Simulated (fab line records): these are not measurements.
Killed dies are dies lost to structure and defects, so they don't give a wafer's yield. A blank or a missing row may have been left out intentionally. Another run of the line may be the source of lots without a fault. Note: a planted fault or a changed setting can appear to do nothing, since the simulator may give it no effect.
fab line records	flow n5-finfet
record: lots: 7	wafers: 39
route steps=1938 shown BEOL_M5@1160 BEOL_M10@1488 BEOL_M13@1692
start-h: the number of hours between the record's first day and the start of the first shown wafer of the lot	wait-h: hours from the lot's prior step to this one	" same as the row above	L1.1+2: several wafers, shown together as one row	- value missing, or start not given	* or withheld: withheld	< > ~ a bound
route shown NAME@n: names a module that has steps shown in the file, with the first one's number in the route	usual: the fault-free wafers' mean and standard deviation	same: alike in all rows	chamber/n: place in a boat	sites: each site's reading	_std_site: their standard deviation	_edge_site: the outer-site mean with the inner-site mean subtracted	radius-mm: for every site, how far away it sits from the centre of the wafer	mask NAME#n: copy n	behind: the most recent tool/chamber to have shaped the wafer	hold: what put the lot on hold/how long, in hours/how the hold closed	device: transistor that didn't switch, given as n, p or np	end of line: at the end of the route, the tests of the same wafers	step lacking rows: just its recipe	killed: count of dies lost to structure and defects at first sort (not the wafer's yield)	map: dies across one wafer; x = killed, . = not, _ = none there
set.NAME: the run value of the setting; set.NAME@STEP: its run value at that earlier step	model.NAME: the simulator's own value behind a step, which no gauge read
lots run with intentionally changed settings; tables by step, rows by wafer
== steps ==
step: N5_BEOL_M5_TRENCH_ETCH_37
recipe: chemistry: C4F6/O2	target-depth-a: 716.52	target: SiCOH_lowk	time-s: 24.7	ion-energy-ev: 250	pressure-mtorr: 30	source-w: 345	bias-w: 185	Ar_flow_sccm: 300	C4F6_flow_sccm: 10	O2_flow_sccm: 10
lot.wafer	tool	chamber	start-h	wait-h	set.target-depth-a	model.BEOL_M5.feature-depth-nm	model.etch.depth-nm	model.TiN_of_BEOL_M5_HM_DEP_02.thk-nm
L074.1	rie-diel-01	2	-	-	573.1	59	59.01	17.8
L074.2	"	3	"	"	573.1	57.4	57.5	18
L074.3	"	0	"	"	716.52	72.8	72.8	17.4
L074.4	"	2	"	"	573.1	59.2	59.26	17.8
L074.5	"	0	"	"	716.52	72	72.07	17.4
L074.6	"	3	"	"	716.52	71.6	71.51	17.4
L083.1	rie-diel-02	2	-	-	716.52	69.6	69.59	17.6
L083.2	"	3	"	"	542.5	54.8	54.86	18.4
L083.3	"	0	"	"	542.5	52.8	52.9	18.4
L083.4	"	1	"	"	716.52	71.6	71.6	17.6
L083.5	"	1	"	"	716.52	71.8	71.85	17.4
L083.6	"	2	"	"	542.5	53	53.02	18.4
L086.1	rie-diel-05	3	-	-	716.52	71.8	71.8	17.8
L086.2	"	2	"	"	973.3	97.8	97.76	17
L086.3	"	0	"	"	973.3	95.6	95.61	17.4
L086.4	"	1	"	"	973.3	96.6	96.52	17.2
L086.5	"	2	"	"	716.52	72	71.91	18
L086.6	"	3	"	"	716.52	72.4	72.49	17.8
L089.1	rie-diel-05	1	-	-	392.4	38.6	38.53	19
L089.2	"	2	"	"	392.4	38.6	38.57	18.6
L089.3	"	3	"	"	716.52	71.2	71.19	17.8
L089.4	"	0	"	"	392.4	38	37.98	19
L089.5	"	3	"	"	716.52	71.2	71.19	18
L089.6	"	2	"	"	716.52	71.2	71.11	17.8
L091.3	rie-diel-01	1	-	-	716.52	71.4	71.35	17.8
L091.4	"	1	"	"	716.52	70.8	70.78	17.8
L091.6	"	3	"	"	716.52	71.6	71.63	17.6
L096.1	rie-diel-05	3	-	-	1138	113.6	113.6	16.6
L096.2	"	1	"	"	716.52	70.4	70.35	18
L096.3	"	0	"	"	716.52	72	71.92	18.2
L096.4	"	2	"	"	1138	114.4	114.4	17.2
L096.5	"	2	"	"	716.52	71.8	71.85	18.2
L096.6	"	3	"	"	1138	114.8	114.8	16.8
L097.1	rie-diel-01	1	-	-	716.52	71	70.91	17.8
L097.2	"	2	"	"	716.52	73.2	73.17	18
L097.3	"	0	"	"	716.52	71.6	71.5	17.6
L097.4	"	3	"	"	716.52	71.2	71.19	17.8
L097.5	"	3	"	"	716.52	71.4	71.35	17.8
L097.6	"	0	"	"	716.52	71.4	71.4	17.8
step: N5_BEOL_M5_ETCH_41
recipe: chemistry: CH3F/O2	target: SiCN	target-depth-a: 315	taper-deg: 2	time-s: 56.7	ion-energy-ev: 120	mask-material: TiN	pressure-mtorr: 30	source-w: 395	bias-w: 75	Ar_flow_sccm: 150	CH3F_flow_sccm: 30	O2_flow_sccm: 20
step: N5_BEOL_M5_STRIP_91
recipe: chemistry: N2/H2	time-s: 10	power-w: 450	temp-c: 40	pressure-mtorr: 20	rf-frequency-hz: 6e+07	bias-power-w: 7	n2-flow-sccm: 200	h2-flow-sccm: 200
step: N5_BEOL_M5_OCD_MEAS_38
usual: trench-depth-nm: 71.2/1.2
lot.wafer	tool	chamber	start-h	wait-h	set.target-depth-a@BEOL_M5_TRENCH_ETCH_37	trench-depth-nm
L074.1	ocd-02	-	213.10	-	573.1	58.7
L074.2	"	-	"	"	573.1	57.8
L074.3	"	-	"	"	716.52	73.1
L074.4	"	-	"	"	573.1	59.0
L074.5	"	-	"	"	716.52	72.5
L074.6	"	-	"	"	716.52	71.0
L083.1	ocd-02	-	266.87	-	716.52	69.5
L083.2	"	-	"	"	542.5	55.0
L083.3	"	-	"	"	542.5	52.6
L083.4	"	-	"	"	716.52	71.4
L083.5	"	-	"	"	716.52	72.1
L083.6	"	-	"	"	542.5	52.9
L086.1	ocd-01	-	276.12	-	716.52	71.9
L086.2	"	-	"	"	973.3	97.5
L086.3	"	-	"	"	973.3	94.8
L086.4	"	-	"	"	973.3	96.0
L086.5	"	-	"	"	716.52	72.3
L086.6	"	-	"	"	716.52	72.9
L089.1	ocd-02	-	305.36	-	392.4	39.1
L089.2	"	-	"	"	392.4	38.7
L089.3	"	-	"	"	716.52	71.0
L089.4	"	-	"	"	392.4	37.5
L089.5	"	-	"	"	716.52	71.2
L089.6	"	-	"	"	716.52	71.2
L091.3	ocd-01	-	312.16	-	716.52	71.7
L091.4	"	-	"	"	716.52	70.5
L091.6	"	-	"	"	716.52	71.7
L096.1	ocd-02	-	342.45	-	1138	113.9
L096.2	"	-	"	"	716.52	70.0
L096.3	"	-	"	"	716.52	72.0
L096.4	"	-	"	"	1138	114.7
L096.5	"	-	"	"	716.52	71.6
L096.6	"	-	"	"	1138	114.8
L097.1	ocd-01	-	345.66	-	716.52	71.3
L097.2	"	-	"	"	716.52	73.2
L097.3	"	-	"	"	716.52	71.5
L097.4	"	-	"	"	716.52	70.9
L097.5	"	-	"	"	716.52	71.6
L097.6	"	-	"	"	716.52	71.7
step: N5_BEOL_M5_HM_STRIP_39
recipe: chemistry: peroxide-tin-strip	material: TiN	target-depth-a: 250	temp-c: 50	time-s: 158
step: N5_BEOL_M5_SRD_40
recipe: time-s: 30	temp-c: 23	rinse-liquid: diw	dry: ipa-marangoni
step: N5_BEOL_M5_ECD_50
recipe: material: Cu	target-thk-a: 3000
step: N5_BEOL_M5_ANNEAL_51
recipe: temp-c: 225	time-s: 90	ambient: N2
step: N5_BEOL_M5_CMP_52
recipe: stop-on: SiCOH_lowk	t-overpolish-s: 6.9	down-force-psi: 1	platen-rpm: 50	clearing-platen-down-force-psi: 1.5	clearing-platen-rpm: 50	post-cmp-clean: cu-alkaline	target-thk-nm: 62	clearing-platen-pad-velocity-m-s: 0.99484	pad-velocity-m-s: 0.99484
lot.wafer	tool	chamber	start-h	wait-h	set.target-depth-a@BEOL_M5_TRENCH_ETCH_37	model.Cu_of_BEOL_M5_ECD_50.thk-nm
L074.4	cmp-03	1	219.40	0.1	573.1	49.4
L074.3	"	2	"	"	716.52	62.8
L074.2	"	3	"	"	573.1	49.2
L074.1	"	0	"	"	573.1	48
L074.6	"	1	"	"	716.52	61.4
L074.5	"	2	"	"	716.52	62.2
L083.1	cmp-04	3	273.21	0.3	716.52	59.8
L083.2	"	0	"	"	542.5	43.2
L083.4	"	1	"	"	716.52	60.8
L083.3	"	2	"	"	542.5	43.4
L083.5	"	3	"	"	716.52	62
L083.6	"	0	"	"	542.5	41
L086.3	cmp-03	1	284.23	0.3	973.3	85
L086.1	"	2	"	"	716.52	62
L086.2	"	3	"	"	973.3	89.2
L086.4	"	0	"	"	973.3	86.6
L086.5	"	1	"	"	716.52	63.4
L086.6	"	2	"	"	716.52	62.4
L089.2	cmp-04	2	313.60	0.2	392.4	27.2
L089.3	"	3	"	"	716.52	59.2
L089.1	"	0	"	"	392.4	26.2
L089.4	"	1	"	"	392.4	27.4
L089.6+5	"	2,3	"	"	716.52	60.2
L091.4	cmp-04	2	318.99	0.1	716.52	60.8
L091.3	"	1	"	"	716.52	59.8
L091.6	"	2	"	"	716.52	61.4
L096.3	cmp-04	0	348.99	0.4	716.52	60
L096.4	"	1	"	"	1138	104.6
L096.1	"	2	"	"	1138	103.2
L096.2	"	3	"	"	716.52	59.4
L096.5	"	0	"	"	716.52	61
L096.6	"	1	"	"	1138	104.4
L097.3	cmp-03	1	352.31	0.2	716.52	59
L097.4+6	"	2	"	"	716.52	61
L097.1	"	3	"	"	716.52	60.8
L097.2	"	0	"	"	716.52	62
L097.5	"	1	"	"	716.52	60
step: N5_BEOL_M5_THK_MEAS_53
recipe: thk-meas-gauge: xrf	reads: Cu_of_BEOL_M5_ECD_50
usual: M5_THK: 61.1/1.6
lot.wafer	tool	chamber	start-h	wait-h	set.target-depth-a@BEOL_M5_TRENCH_ETCH_37	M5_THK[nm]
L074.1	film-metro-02	-	219.70	-	573.1	48.1
L074.2	"	-	"	"	573.1	49.5
L074.3	"	-	"	"	716.52	63.0
L074.4	"	-	"	"	573.1	49.4
L074.5	"	-	"	"	716.52	62.6
L074.6	"	-	"	"	716.52	61.6
L083.1	film-metro-02	-	273.50	-	716.52	59.3
L083.2	"	-	"	"	542.5	43.0
L083.3	"	-	"	"	542.5	43.3
L083.4	"	-	"	"	716.52	60.4
L083.5	"	-	"	"	716.52	61.6
L083.6	"	-	"	"	542.5	40.6
L086.1	film-metro-01	-	284.53	-	716.52	61.8
L086.2	"	-	"	"	973.3	88.2
L086.3	"	-	"	"	973.3	84.2
L086.4	"	-	"	"	973.3	86.2
L086.5	"	-	"	"	716.52	62.5
L086.6	"	-	"	"	716.52	61.9
L089.1	film-metro-01	-	313.90	-	392.4	26.0
L089.2	"	-	"	"	392.4	27.3
L089.3	"	-	"	"	716.52	59.0
L089.4	"	-	"	"	392.4	27.4
L089.5	"	-	"	"	716.52	60.2
L089.6	"	-	"	"	716.52	60.1
L091.3	film-metro-01	-	319.28	-	716.52	59.6
L091.4	"	-	"	"	716.52	60.2
L091.6	"	-	"	"	716.52	60.6
L096.1	film-metro-02	-	349.28	-	1138	104.3
L096.2	"	-	"	"	716.52	59.7
L096.3	"	-	"	"	716.52	60.8
L096.4	"	-	"	"	1138	106.4
L096.5	"	-	"	"	716.52	62.1
L096.6	"	-	"	"	1138	105.2
L097.1	film-metro-01	-	352.60	-	716.52	60.3
L097.2	"	-	"	"	716.52	61.1
L097.3	"	-	"	"	716.52	58.5
L097.4	"	-	"	"	716.52	60.0
L097.5	"	-	"	"	716.52	59.4
L097.6	"	-	"	"	716.52	60.4
step: N5_BEOL_M5_PRE_CLEAN_77
recipe: gas: NH3/H2	time-s: 15	temp-c: *	rf-power-w: 300
step: N5_BEOL_M5_CO_CAP_78
recipe: material: Co	target-thk-a: 20	temp-c: 200	precursor: CCTBA/H2	pressure-torr: 30	time-s: 102.1
step: N5_BEOL_M5_PRE_CLEAN_55
recipe: gas: NH3	time-s: 15	temp-c: withheld	rf-power-w: 300
step: N5_BEOL_M5_DEP_56
recipe: material: SiCN	target-thk-a: 80	temp-c: withheld	precursor: 3MS/NH3	pressure-torr: 3	rf-w: 202	time-s: 14
step: N5_BEOL_M5_RS_MEAS_57
recipe: thk-meas-gauge: four-point-probe	reads: Co_of_BEOL_M5_CO_CAP_78+Cu_of_BEOL_M5_ECD_50+Co_of_BEOL_M5_CVD_47+TaN_of_BEOL_M5_ALD_86
usual: M5_RS: 0.393/0.013
lot.wafer	tool	chamber	start-h	wait-h	set.target-depth-a@BEOL_M5_TRENCH_ETCH_37	M5_RS[ohm/sq]
L074.1	film-metro-01	-	219.99	0.1	573.1	0.530
L074.2	"	-	"	"	573.1	0.513
L074.3	"	-	"	"	716.52	0.381
L074.4	"	-	"	"	573.1	0.511
L074.5	"	-	"	"	716.52	0.385
L074.6	"	-	"	"	716.52	0.391
L083.1	film-metro-01	-	273.76	0.0	716.52	0.405
L083.2	"	-	"	"	542.5	0.604
L083.3	"	-	"	"	542.5	0.601
L083.4	"	-	"	"	716.52	0.396
L083.5	"	-	"	"	716.52	0.388
L083.6	"	-	"	"	542.5	0.649
L086.1	film-metro-02	-	284.79	0.0	716.52	0.387
L086.2	"	-	"	"	973.3	0.251
L086.3	"	-	"	"	973.3	0.265
L086.4	"	-	"	"	973.3	0.260
L086.5	"	-	"	"	716.52	0.376
L086.6	"	-	"	"	716.52	0.384
L089.1	film-metro-02	-	314.16	0.0	392.4	1.176
L089.2	"	-	"	"	392.4	1.104
L089.3	"	-	"	"	716.52	0.409
L089.4	"	-	"	"	392.4	1.100
L089.5	"	-	"	"	716.52	0.401
L089.6	"	-	"	"	716.52	0.400
L091.3	film-metro-01	-	319.54	0.1	716.52	0.405
L091.4	"	-	"	"	716.52	0.396
L091.6	"	-	"	"	716.52	0.392
L096.1	film-metro-02	-	349.60	0.0	1138	0.213
L096.2	"	-	"	"	716.52	0.407
L096.3	"	-	"	"	716.52	0.403
L096.4	"	-	"	"	1138	0.209
L096.5	"	-	"	"	716.52	0.394
L096.6	"	-	"	"	1138	0.210
L097.1	film-metro-02	-	353.07	0.0	716.52	0.395
L097.2	"	-	"	"	716.52	0.387
L097.3	"	-	"	"	716.52	0.410
L097.4	"	-	"	"	716.52	0.394
L097.5	"	-	"	"	716.52	0.402
L097.6	"	-	"	"	716.52	0.394
step: N5_BEOL_M10_ETCH_62
recipe: chemistry: N2/H2	target: SOC	target-depth-a: 1100	overetch-a: 220	mask-material: SiARC	temp-c: 40	time-s: 165	ion-energy-ev: 200	pressure-mtorr: 30	source-w: 840	bias-w: 150	n2-flow-sccm: 200	h2-flow-sccm: 200
lot.wafer	tool	chamber	start-h	wait-h	set.time-s	model.SiARC_of_BEOL_M10_COAT_60.thk-nm
L074.1	rie-diel-03	0	256.03	0.0	165	23.6
L074.2	"	3	"	"	127.2	25
L074.3	"	1	"	"	127.2	24.8
L074.4	"	2	"	"	165	23.8
L074.5	"	2	"	"	127.2	25.2
L074.6	"	1	"	"	165	23.4
L083.1+2	rie-diel-03	3,2	312.26	0.0	165	23.4
L083.3+5	"	1	"	"	217.9	21.2
L083.4	"	0	"	"	217.9	21.4
L083.6	"	0	"	"	165	23.6
L086.1+2+3	rie-diel-06	1,3,2	327.33	0.0	165	23.4
L086.4	"	0	"	"	165	23.6
L086.5+6	"	2,3	"	"	165	23.2
L091.3+6	rie-diel-03	1	356.29	0.0	165	23.4
L091.4	"	3	"	"	165	23.6
L089.1+5+6	rie-diel-06	2,2,1	356.89	0.0	165	23.2
L089.2	"	3	"	"	241.1	20.2
L089.3	"	0	"	"	241.1	20.4
L089.4	"	1	"	"	241.1	20
L097.1+3+4	rie-diel-04	2,3,3	388.87	0.0	165	23.6
L097.2+5+6	"	0,2,0	"	"	165	23.8
L096.1	rie-diel-04	0	389.12	0.0	254.7	20.4
L096.2+5	"	2,3	"	"	165	23.6
L096.3	"	3	"	"	254.7	20
L096.4	"	0	"	"	165	23.8
L096.6	"	2	"	"	254.7	20.2
step: N5_BEOL_M10_STRIP_68
recipe: chemistry: N2/H2	temp-c: 40	n2-flow-sccm: 200	h2-flow-sccm: 200	rf-frequency-hz: 6e+07
step: N5_BEOL_M10_STRIP_67
recipe: chemistry: CF4	resist: SiARC	power-w: 300	bias-power-w: 75	pressure-mtorr: 50	cf4-flow-sccm: 150	rf-frequency-hz: 6e+07
step: N5_BEOL_M10_HM_OPEN_17
recipe: chemistry: Cl2/BCl3	target-depth-a: 200	overetch-a: 60	target: TiN	mask-material: SOC	ion-energy-ev: 150	pressure-mtorr: 10	icp-w: 1000	bias-w: 126	Cl2_flow_sccm: 53.25	bcl3-flow-sccm: 21.75	Ar_flow_sccm: 25
lot.wafer	tool	chamber	start-h	wait-h	set.time-s@BEOL_M10_ETCH_62	model.etch.depth-nm
L074.1	rie-metal-02	0	256.22	0.0	165	20.2
L074.2	"	1	"	"	127.2	19.92
L074.3	"	1	"	"	127.2	19.74
L074.4	"	0	"	"	165	20.34
L074.5	"	0	"	"	127.2	20.08
L074.6	"	1	"	"	165	19.93
L083.1	rie-metal-01	1	312.48	0.1	165	20.29
L083.2	"	0	"	"	165	19.95
L083.3	"	0	"	"	217.9	14.56
L083.4	"	1	"	"	217.9	14.8
L083.5	"	0	"	"	217.9	14.76
L083.6	"	1	"	"	165	19.65
L086.1	rie-metal-03	0	327.56	0.1	165	20.16
L086.2	"	1	"	"	165	20.24
L086.3	"	0	"	"	165	19.91
L086.4	"	1	"	"	165	20.26
L086.5	"	1	"	"	165	19.93
L086.6	"	0	"	"	165	20
L091.3	rie-metal-01	1	356.51	0.1	165	19.99
L091.4	"	0	"	"	165	20.01
L091.6	"	1	"	"	165	19.86
L089.1	rie-metal-01	0	357.08	0.0	165	20.19
L089.2	"	1	"	"	241.1	12.57
L089.3	"	1	"	"	241.1	12.55
L089.4	"	0	"	"	241.1	12.69
L089.5	"	1	"	"	165	19.84
L089.6	"	0	"	"	165	20.3
L097.1+3+5	rie-metal-03	1,1,0	389.07	0.0	165	20.11
L097.2	"	0	"	"	165	20.38
L097.4	"	0	"	"	165	20.4
L097.6	"	1	"	"	165	20.27
L096.1	rie-metal-01	1	389.31	0.0	254.7	11.44
L096.2	"	0	"	"	165	19.98
L096.3	"	0	"	"	254.7	11.17
L096.4	"	1	"	"	165	20.07
L096.5	"	1	"	"	165	19.93
L096.6	"	0	"	"	254.7	11.77
step: N5_BEOL_M10_STRIP_19
recipe: chemistry: O2	power-w: 400	temp-c: 40	pressure-mtorr: 30	rf-frequency-hz: 6e+07	bias-power-w: 0	overash-fraction: 0.2	o2-flow-sccm: 225
step: N5_BEOL_M10_CD_MEAS_18
recipe: pitch-nm: 140	target-cd-nm: 70
usual: cd-nm: 70.3/0.67
lot.wafer	tool	chamber	start-h	wait-h	set.time-s@BEOL_M10_ETCH_62	cd-nm
L074.1	cd-sem-02	-	256.61	0.0	165	69.7
L074.2	"	-	"	"	127.2	68.4
L074.3	"	-	"	"	127.2	69.8
L074.4	"	-	"	"	165	69.8
L074.5	"	-	"	"	127.2	69.0
L074.6	"	-	"	"	165	70.1
L083.1	cd-sem-02	-	312.68	0.0	165	70.0
L083.2	"	-	"	"	165	69.8
L083.3	"	-	"	"	217.9	71.2
L083.4	"	-	"	"	217.9	71.5
L083.5	"	-	"	"	217.9	72.0
L083.6	"	-	"	"	165	70.2
L086.1	cd-sem-03	-	327.99	0.0	165	69.8
L086.2	"	-	"	"	165	70.6
L086.3	"	-	"	"	165	71.1
L086.4	"	-	"	"	165	70.6
L086.5	"	-	"	"	165	70.8
L086.6	"	-	"	"	165	70.5
L091.3	cd-sem-03	-	356.78	0.1	165	70.5
L091.4	"	-	"	"	165	69.7
L091.6	"	-	"	"	165	70.0
L089.1	cd-sem-03	-	357.63	0.0	165	71.1
L089.2	"	-	"	"	241.1	72.4
L089.3	"	-	"	"	241.1	72.0
L089.4	"	-	"	"	241.1	71.8
L089.5	"	-	"	"	165	70.5
L089.6	"	-	"	"	165	69.5
L097.1	cd-sem-01	-	389.36	0.0	165	70.3
L097.2	"	-	"	"	165	69.5
L097.3	"	-	"	"	165	70.6
L097.4	"	-	"	"	165	69.9
L097.5	"	-	"	"	165	70.1
L097.6	"	-	"	"	165	70.1
L096.1	cd-sem-02	-	389.57	0.0	254.7	72.2
L096.2	"	-	"	"	165	69.8
L096.3	"	-	"	"	254.7	72.8
L096.4	"	-	"	"	165	69.9
L096.5	"	-	"	"	165	70.9
L096.6	"	-	"	"	254.7	73.1
step: N5_BEOL_M13_DESCUM_33
recipe: chemistry: O2	time-s: 7.9	source-power-w: 50	bias-power-w: 20	pressure-mtorr: 20	rf-frequency-hz: 2.712e+07	temp-c: 40	o2-flow-sccm: 225
lot.wafer	tool	chamber	start-h	wait-h	set.time-s	model.coat_of_BEOL_M13_COAT_22.thk-nm
L074.1	rie-diel-01	1	277.92	0.0	3.942	286.2
L074.2	"	2	"	"	3.942	285.6
L074.3	"	0	"	"	7.9	283.8
L074.4+5	"	3	"	"	7.9	284.4
L074.6	"	2	"	"	3.942	286.4
L083.1	rie-diel-01	3	335.25	0.0	11.88	280.4
L083.2+4	"	1,0	"	"	7.9	283.4
L083.3	"	2	"	"	7.9	283.2
L083.5	"	3	"	"	11.88	281.2
L083.6	"	2	"	"	11.88	281
L086.1	rie-diel-05	2	349.97	0.0	7.9	284
L086.2+3	"	0,3	"	"	7.9	283.2
L086.4	"	1	"	"	9.13	283
L086.5	"	2	"	"	9.13	282.2
L086.6	"	1	"	"	9.13	282.6
L091.3	rie-diel-01	1	378.00	0.0	7.9	282
L091.4+6	"	1,0	"	"	7.9	281.8
L089.1	rie-diel-05	1	378.08	0.0	11.51	282.4
L089.2	"	0	"	"	7.9	284.2
L089.3	"	3	"	"	11.51	282.6
L089.4	"	2	"	"	11.51	282
L089.5	"	0	"	"	7.9	284.6
L089.6	"	3	"	"	7.9	283.4
L097.1	rie-diel-01	0	409.45	0.2	7.9	284.8
L097.2	"	1	"	"	7.9	283.8
L097.3	"	3	"	"	5.379	285.2
L097.4	"	2	"	"	5.379	286.4
L097.5	"	1	"	"	5.379	285.8
L097.6	"	2	"	"	7.9	284.2
L096.1+4	rie-diel-02	0,2	416.49	0.3	3.381	285
L096.2	"	1	"	"	3.381	284.8
L096.3	"	3	"	"	7.9	282.8
L096.5	"	3	"	"	7.9	283.6
L096.6	"	2	"	"	7.9	283.2
step: N5_BEOL_M13_ETCH_67
recipe: chemistry: CF4	target: SiARC	target-depth-a: 1430	time-s: 238.3	ion-energy-ev: 80	pressure-mtorr: 40	source-w: 545	bias-w: 36	Ar_flow_sccm: 100	cf4-flow-sccm: 100	ends: cleared
lot.wafer	tool	chamber	start-h	wait-h	set.time-s@BEOL_M13_DESCUM_33	model.coat_of_BEOL_M13_COAT_22.thk-nm
L074.1	rie-diel-01	1	277.96	0.0	3.942	214.6
L074.2	"	2	"	"	3.942	213.8
L074.3	"	0	"	"	7.9	212.2
L074.4	"	3	"	"	7.9	212.8
L074.5	"	3	"	"	7.9	213
L074.6	"	2	"	"	3.942	214.8
L083.1	rie-diel-01	3	335.28	0.0	11.88	208.8
L083.2+3	"	1,2	"	"	7.9	211.8
L083.4	"	0	"	"	7.9	211.6
L083.5	"	3	"	"	11.88	209.6
L083.6	"	2	"	"	11.88	209.2
L086.1	rie-diel-05	2	350.00	0.0	7.9	212.4
L086.2	"	0	"	"	7.9	211.6
L086.3	"	3	"	"	7.9	211.8
L086.4	"	1	"	"	9.13	211.4
L086.5	"	2	"	"	9.13	210.4
L086.6	"	1	"	"	9.13	211.2
L091.3	rie-diel-01	1	378.03	0.0	7.9	210.4
L091.4	"	1	"	"	7.9	210.2
L091.6	"	0	"	"	7.9	210
L089.1	rie-diel-05	1	378.11	0.0	11.51	211
L089.2	"	0	"	"	7.9	212.2
L089.3	"	3	"	"	11.51	210.8
L089.4	"	2	"	"	11.51	210.2
L089.5	"	0	"	"	7.9	212.8
L089.6	"	3	"	"	7.9	211.6
L097.1	rie-diel-01	0	409.49	0.0	7.9	213.2
L097.2	"	1	"	"	7.9	212
L097.3	"	3	"	"	5.379	213.8
L097.4	"	2	"	"	5.379	214.8
L097.5	"	1	"	"	5.379	214.2
L097.6	"	2	"	"	7.9	212.6
L096.1+4	rie-diel-02	0,2	416.52	0.0	3.381	214
L096.2	"	1	"	"	3.381	213.8
L096.3	"	3	"	"	7.9	211.4
L096.5	"	3	"	"	7.9	212.4
L096.6	"	2	"	"	7.9	212.2
== key ==
split: step: N5_BEOL_M5_TRENCH_ETCH_37	setting: target-depth-a	stated: 716.52	by: wafer
response: step: N5_BEOL_M5_TRENCH_ETCH_37	reading: model.BEOL_M5.feature-depth-nm	change: +0.718	per: 1%	r: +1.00
response: step: N5_BEOL_M5_TRENCH_ETCH_37	reading: model.etch.depth-nm	change: +0.717	per: 1%	r: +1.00
response: step: N5_BEOL_M5_TRENCH_ETCH_37	reading: model.TiN_of_BEOL_M5_HM_DEP_02.thk-nm	change: -0.0224	per: 1%	r: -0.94
response: step: N5_BEOL_M5_OCD_MEAS_38	reading: trench-depth-nm	change: +0.716	per: 1%	r: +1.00
response: step: N5_BEOL_M5_CMP_52	reading: model.Cu_of_BEOL_M5_ECD_50.thk-nm	change: +0.727	per: 1%	r: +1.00
response: step: N5_BEOL_M5_THK_MEAS_53	reading: M5_THK	change: +0.729	per: 1%	r: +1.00
response: step: N5_BEOL_M5_RS_MEAS_57	reading: M5_RS	shape: bent	at-lowest: 1.127	at-stated: 0.395	at-highest: 0.211
split: step: N5_BEOL_M10_ETCH_62	setting: time-s	stated: 165	by: wafer
response: step: N5_BEOL_M10_ETCH_62	reading: model.SiARC_of_BEOL_M10_COAT_60.thk-nm	change: -0.0647	per: 1%	r: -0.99
response: step: N5_BEOL_M10_HM_OPEN_17	reading: model.etch.depth-nm	shape: bent	at-lowest: 19.92	at-stated: 20.09	at-highest: 11.46
response: step: N5_BEOL_M10_CD_MEAS_18	reading: cd-nm	change: +0.0424	per: 1%	r: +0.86
split: step: N5_BEOL_M13_DESCUM_33	setting: time-s	stated: 7.9	by: wafer
response: step: N5_BEOL_M13_DESCUM_33	reading: model.coat_of_BEOL_M13_COAT_22.thk-nm	change: -0.0393	per: 1%	r: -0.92
response: step: N5_BEOL_M13_ETCH_67	reading: model.coat_of_BEOL_M13_COAT_22.thk-nm	change: -0.0397	per: 1%	r: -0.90
